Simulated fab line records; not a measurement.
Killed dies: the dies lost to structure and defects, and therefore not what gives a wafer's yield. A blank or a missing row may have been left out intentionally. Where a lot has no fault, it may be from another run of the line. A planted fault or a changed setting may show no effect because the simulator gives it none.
Which of the tools did it? :: flow nand harc :: 36 wafers from 12 lots sampled at 5 of the route's 1302 steps

## WHAT EACH GAUGE READ, for each wafer
NHARC_P_GATE_CD_MEAS_33. Usual: cd nm at 120.5 nm, with a standard deviation of 2.3.
lot: L747
measured: day 5 00:56
on: cd sem-03
cd nm (nm): 120.7 121.2 120.2
flag: 

lot: L749
measured: day 5 19:20
on: cd sem-03
cd nm (nm): 118.6 120.9 120.2
flag: 

lot: L751
measured: day 6 18:02
on: cd sem-01
cd nm (nm): 120.4 124.6 119.7
flag: 

lot: L754
measured: day 8 03:03
on: cd sem-01
cd nm (nm): 124.6 119.5 123.8
flag: 

lot: L755
measured: day 8 11:11
on: cd sem-01
cd nm (nm): 118.4 123.4 121.6
flag: 

lot: L756
measured: day 9 01:56
on: cd sem-02
cd nm (nm): 120.7 119.1 118.2
flag: 

lot: L758
measured: day 10 04:05
on: cd sem-01
cd nm (nm): 120.0 118.9 125.1
flag: 

lot: L759
measured: day 10 04:52
on: cd sem-02
cd nm (nm): 122.6 121.3 121.2
flag: 

lot: L767
measured: day 13 13:30
on: cd sem-01
cd nm (nm): 117.3 119.9 121.7
flag: 

lot: L768
measured: day 14 03:05
on: cd sem-01
cd nm (nm): 120.4 118.1 123.7
flag: 

lot: L769
measured: day 14 11:21
on: cd sem-02
cd nm (nm): 121.0 120.2 118.9
flag: 

lot: L770
measured: day 14 14:54
on: cd sem-03
cd nm (nm): 119.8 119.7 117.7
flag: 

NHARC_END_SORT_01. Usual: killed at array 56, standard deviation 19; killed at other 0.8, standard deviation 1.1; killed at periphery 3.4, standard deviation 2.5; killed dies 60, standard deviation 19; killed open 2.9, standard deviation 1.7; killed short 2.4, standard deviation 1.6.
lot: L758
measured: day 29 09:19
on: prober-01
killed at array: 48 51 48
killed at other: 0 1 0
killed at periphery: 629 625 629
killed dies: 677 677 677
killed open: 1 5 0
killed short: 1 0 3
flag: OFF

lot: L759
measured: day 29 09:18
on: prober-02
killed at array: 48 50 59
killed at other: 0 0 0
killed at periphery: 629 627 618
killed dies: 677 677 677
killed open: 2 2 3
killed short: 0 0 3
flag: OFF

## EACH LOT AND THE TOOL THAT RAN IT (in order: tool; ch and the chambers of the sampled wafers; start)
lot: L747
NHARC_P_GATE_ETCH_32: rie si-03 ch 0,1,2, day 5 00:36
NHARC_P_GATE_IMPLANT_62: implanter-02 ch 0, day 5 14:10
NHARC_P_GATE_DESCUM_93: rie diel-01 ch 0,1,2, day 5 15:46

lot: L749
NHARC_P_GATE_ETCH_32: rie si-04 ch 1,2, day 5 19:00
NHARC_P_GATE_IMPLANT_62: implanter-01 ch 0, day 6 08:20
NHARC_P_GATE_DESCUM_93: rie diel-01 ch 0,3, day 6 09:53

lot: L751
NHARC_P_GATE_ETCH_32: rie si-06 ch 0,1,3, day 6 17:44
NHARC_P_GATE_IMPLANT_62: implanter-01 ch 0, day 7 07:28
NHARC_P_GATE_DESCUM_93: rie diel-01 ch 0,1,2, day 7 08:59

lot: L754
NHARC_P_GATE_ETCH_32: rie si-03 ch 1,2, day 8 02:43
NHARC_P_GATE_IMPLANT_62: implanter-02 ch 0, day 8 18:20
NHARC_P_GATE_DESCUM_93: rie diel-10 ch 0,2,3, day 8 19:55

lot: L755
NHARC_P_GATE_ETCH_32: rie si-03 ch 1,3, day 8 10:52
NHARC_P_GATE_IMPLANT_62: implanter-02 ch 0, day 9 00:08
NHARC_P_GATE_DESCUM_93: rie diel-01 ch 1,2,3, day 9 01:43

lot: L756
NHARC_P_GATE_ETCH_32: rie si-03 ch 2,3, day 9 01:35
NHARC_P_GATE_IMPLANT_62: implanter-01 ch 0, day 9 14:55
NHARC_P_GATE_DESCUM_93: rie diel-06 ch 1,2, day 9 16:29

lot: L758
NHARC_P_GATE_ETCH_32: rie si-03 ch 1,2,3, day 10 03:45
NHARC_P_GATE_IMPLANT_62: implanter-02, day 10 17:10
NHARC_P_GATE_DESCUM_93: rie diel-06 ch 1,2,3, day 10 18:44

lot: L759
NHARC_P_GATE_ETCH_32: rie si-06 ch 1,2,3, day 10 04:33
NHARC_P_GATE_IMPLANT_62: implanter-02, day 10 17:53
NHARC_P_GATE_DESCUM_93: rie diel-01 ch 2,3, day 10 19:28

lot: L767
NHARC_P_GATE_ETCH_32: rie si-03 ch 0,2,3, day 13 13:08
NHARC_P_GATE_IMPLANT_62: implanter-01 ch 0, day 14 02:35
NHARC_P_GATE_DESCUM_93: rie diel-01 ch 1,3, day 14 03:58

lot: L768
NHARC_P_GATE_ETCH_32: rie si-06 ch 0,1,3, day 14 02:46
NHARC_P_GATE_IMPLANT_62: implanter-02 ch 0, day 14 16:13
NHARC_P_GATE_DESCUM_93: rie diel-06 ch 0,1,2, day 14 17:45

lot: L769
NHARC_P_GATE_ETCH_32: rie si-04 ch 0,1, day 14 10:59
NHARC_P_GATE_IMPLANT_62: implanter-02 ch 0, day 15 00:49
NHARC_P_GATE_DESCUM_93: rie diel-01 ch 0,2,3, day 15 02:14

lot: L770
NHARC_P_GATE_ETCH_32: rie si-06 ch 2,3, day 14 14:35
NHARC_P_GATE_IMPLANT_62: implanter-02 ch 0, day 15 04:07
NHARC_P_GATE_DESCUM_93: rie diel-10 ch 2,3, day 15 05:36
- NHARC_P_GATE_ETCH_32: etches the open film in HBr/Cl2, target depth 150 nm, time 100.1 s.
- NHARC_P_GATE_IMPLANT_62
- NHARC_P_GATE_DESCUM_93: chemistry O2, time 3 s.

## WHAT THE TOOLS THEMSELVES READ (means of the sampled wafers that have a number; where no wafer has one, the mark that the record gives instead)
NHARC_P_GATE_ETCH_32. Usual: drypump motor current A 5.7 A, standard deviation 0.41; oes product au 0.999 a.u., standard deviation 0.01; throttle valve pct 26.406 %, standard deviation 0.0095.
lot: L747
tool: rie si-03
drypump motor current A (A): 5.8
oes product au (a.u.): 0.995
throttle valve pct (%): 26.413
flag: 

lot: L749
tool: rie si-04
drypump motor current A (A): 5.4
oes product au (a.u.): 0.988
throttle valve pct (%): 26.409
flag: 

lot: L751
tool: rie si-06
drypump motor current A (A): 6.0
oes product au (a.u.): 0.999
throttle valve pct (%): 26.419
flag: 

lot: L754
tool: rie si-03
drypump motor current A (A): 5.8
oes product au (a.u.): 1.005
throttle valve pct (%): 26.399
flag: 

lot: L755
tool: rie si-03
drypump motor current A (A): 5.8
oes product au (a.u.): 1.011
throttle valve pct (%): 26.404
flag: 

lot: L756
tool: rie si-03
drypump motor current A (A): 5.7
oes product au (a.u.): 1.013
throttle valve pct (%): 26.399
flag: 

lot: L758
tool: rie si-03
drypump motor current A (A): 5.7
oes product au (a.u.): 1.018
throttle valve pct (%): 26.402
flag: 

lot: L759
tool: rie si-06
drypump motor current A (A): 5.9
oes product au (a.u.): 0.994
throttle valve pct (%): 26.404
flag: 

lot: L767
tool: rie si-03
drypump motor current A (A): 5.8
oes product au (a.u.): 0.995
throttle valve pct (%): 26.404
flag: 

lot: L768
tool: rie si-06
drypump motor current A (A): 6.0
oes product au (a.u.): 0.999
throttle valve pct (%): 26.404
flag: 

lot: L769
tool: rie si-04
drypump motor current A (A): 5.1
oes product au (a.u.): 1.001
throttle valve pct (%): 26.409
flag: 

lot: L770
tool: rie si-06
drypump motor current A (A): 5.5
oes product au (a.u.): 1.000
throttle valve pct (%): 26.402
flag: 

NHARC_P_GATE_IMPLANT_62. Usual: beam energy keV 20.000, standard deviation 0.0054; beam on s 31 s, standard deviation 3.2.
lot: L747
tool: implanter-02
beam energy keV: 20.001
beam on s (s): 33
flag: 

lot: L749
tool: implanter-01
beam energy keV: 20.002
beam on s (s): 28
flag: 

lot: L751
tool: implanter-01
beam energy keV: 20.002
beam on s (s): 27
flag: 

lot: L754
tool: implanter-02
beam energy keV: 20.009
beam on s (s): 34
flag: 

lot: L755
tool: implanter-02
beam energy keV: 20.003
beam on s (s): 33
flag: 

lot: L756
tool: implanter-01
beam energy keV: 20.000
beam on s (s): 28
flag: 

lot: L758
tool: implanter-02
beam energy keV: -
beam on s (s): -
flag: OFF

lot: L759
tool: implanter-02
beam energy keV: -
beam on s (s): -
flag: OFF

lot: L767
tool: implanter-01
beam energy keV: 19.997
beam on s (s): 28
flag: 

lot: L768
tool: implanter-02
beam energy keV: 20.005
beam on s (s): 34
flag: 

lot: L769
tool: implanter-02
beam energy keV: 19.996
beam on s (s): 34
flag: 

lot: L770
tool: implanter-02
beam energy keV: 19.996
beam on s (s): 34
flag: 

NHARC_P_GATE_DESCUM_93. Usual: value, then standard deviation, for each; drypump motor current A 5.8 A / 0.47; mfc ar sccm 0.011 sccm / 0.012; o2 flow sccm 200.1 sccm / 0.54; oes product au 0.995 a.u. / 0.0083; rf vpp V 57.7 V / 0.91; showerhead plenum p Torr 1.92 Torr / 0.084; throttle valve pct 11.310 % / 0.0094.
lot: L747
tool: rie diel-01
drypump motor current A (A): 6.1
mfc ar sccm (sccm): 0.011
o2 flow sccm (sccm): 200.0
oes product au (a.u.): 0.995
rf vpp V (V): 57.8
showerhead plenum p Torr (Torr): 1.99
throttle valve pct (%): 11.307
flag: 

lot: L749
tool: rie diel-01
drypump motor current A (A): 5.4
mfc ar sccm (sccm): 0.006
o2 flow sccm (sccm): 200.2
oes product au (a.u.): 1.004
rf vpp V (V): 57.3
showerhead plenum p Torr (Torr): 1.93
throttle valve pct (%): 11.314
flag: 

lot: L751
tool: rie diel-01
drypump motor current A (A): 6.1
mfc ar sccm (sccm): 0.011
o2 flow sccm (sccm): 199.8
oes product au (a.u.): 0.998
rf vpp V (V): 58.1
showerhead plenum p Torr (Torr): 1.99
throttle valve pct (%): 11.305
flag: 

lot: L754
tool: rie diel-10
drypump motor current A (A): 5.8
mfc ar sccm (sccm): 0.000
o2 flow sccm (sccm): 200.0
oes product au (a.u.): 0.993
rf vpp V (V): 57.6
showerhead plenum p Torr (Torr): 1.91
throttle valve pct (%): 11.311
flag: 

lot: L755
tool: rie diel-01
drypump motor current A (A): 5.7
mfc ar sccm (sccm): 0.014
o2 flow sccm (sccm): 200.3
oes product au (a.u.): 0.999
rf vpp V (V): 57.4
showerhead plenum p Torr (Torr): 2.00
throttle valve pct (%): 11.309
flag: 

lot: L756
tool: rie diel-06
drypump motor current A (A): 6.0
mfc ar sccm (sccm): 0.009
o2 flow sccm (sccm): 199.6
oes product au (a.u.): 1.000
rf vpp V (V): 57.2
showerhead plenum p Torr (Torr): 1.85
throttle valve pct (%): 11.307
flag: 

lot: L758
tool: rie diel-06
drypump motor current A (A): 5.8
mfc ar sccm (sccm): 0.016
o2 flow sccm (sccm): 199.8
oes product au (a.u.): 0.989
rf vpp V (V): 58.1
showerhead plenum p Torr (Torr): 1.85
throttle valve pct (%): 11.306
flag: 

lot: L759
tool: rie diel-01
drypump motor current A (A): 5.2
mfc ar sccm (sccm): 0.017
o2 flow sccm (sccm): 200.0
oes product au (a.u.): 0.997
rf vpp V (V): 57.6
showerhead plenum p Torr (Torr): 1.96
throttle valve pct (%): 11.319
flag: 

lot: L767
tool: rie diel-01
drypump motor current A (A): 6.1
mfc ar sccm (sccm): 0.003
o2 flow sccm (sccm): 199.8
oes product au (a.u.): 1.000
rf vpp V (V): 58.4
showerhead plenum p Torr (Torr): 2.01
throttle valve pct (%): 11.298
flag: 

lot: L768
tool: rie diel-06
drypump motor current A (A): 5.9
mfc ar sccm (sccm): 0.012
o2 flow sccm (sccm): 200.2
oes product au (a.u.): 0.999
rf vpp V (V): 58.2
showerhead plenum p Torr (Torr): 1.88
throttle valve pct (%): 11.310
flag: 

lot: L769
tool: rie diel-01
drypump motor current A (A): 5.6
mfc ar sccm (sccm): 0.014
o2 flow sccm (sccm): 199.6
oes product au (a.u.): 1.001
rf vpp V (V): 57.0
showerhead plenum p Torr (Torr): 1.95
throttle valve pct (%): 11.300
flag: 

lot: L770
tool: rie diel-10
drypump motor current A (A): 5.6
mfc ar sccm (sccm): 0.000
o2 flow sccm (sccm): 200.5
oes product au (a.u.): 1.002
rf vpp V (V): 58.4
showerhead plenum p Torr (Torr): 1.97
throttle valve pct (%): 11.306
flag: 

## THE ANSWER, worked out from the rows above alone
Rule: a lot counts as off when the mean over its wafers that have a number is more than 3 standard deviations away from the usual mean. A lot without any number at a reading at which 4 lots or more have one is off too. Any other lot the step has rows for is counted as sound. First the gauges in route order, then the tools' own readings, where a lot's mean is used as printed above. At the first step where some lot is off, the reading lying furthest off is the one used; lots without a number count as furthest.
Off: L758, L759 (NHARC_END_SORT_01, killed at periphery). Neither off nor sound, because the step has no rows for them: L747, L749, L751, L754, L755, L756, L767, L768, L769, L770.
If a tool, at a process step before that reading, ran all the lots that are off and no sound lot after the first of them, it fits. Not tried: the gauges at NHARC_END_SORT_01; whatever is off there is also off at NHARC_P_GATE_IMPLANT_62, on other tools, and gauge error can't account for it. One candidate fits, namely implanter-02 at NHARC_P_GATE_IMPLANT_62. It ran no sound lot before its first lot that is off in this sample, so the start can't be narrowed down.

## WHAT WAS PUT IN BY THE SIMULATOR
Beginning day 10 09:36, the whole step at NHARC_P_GATE_IMPLANT_62 was skipped on implanter-02. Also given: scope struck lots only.
Shown lots that were struck: L758, L759. The rule above reached the same finding.
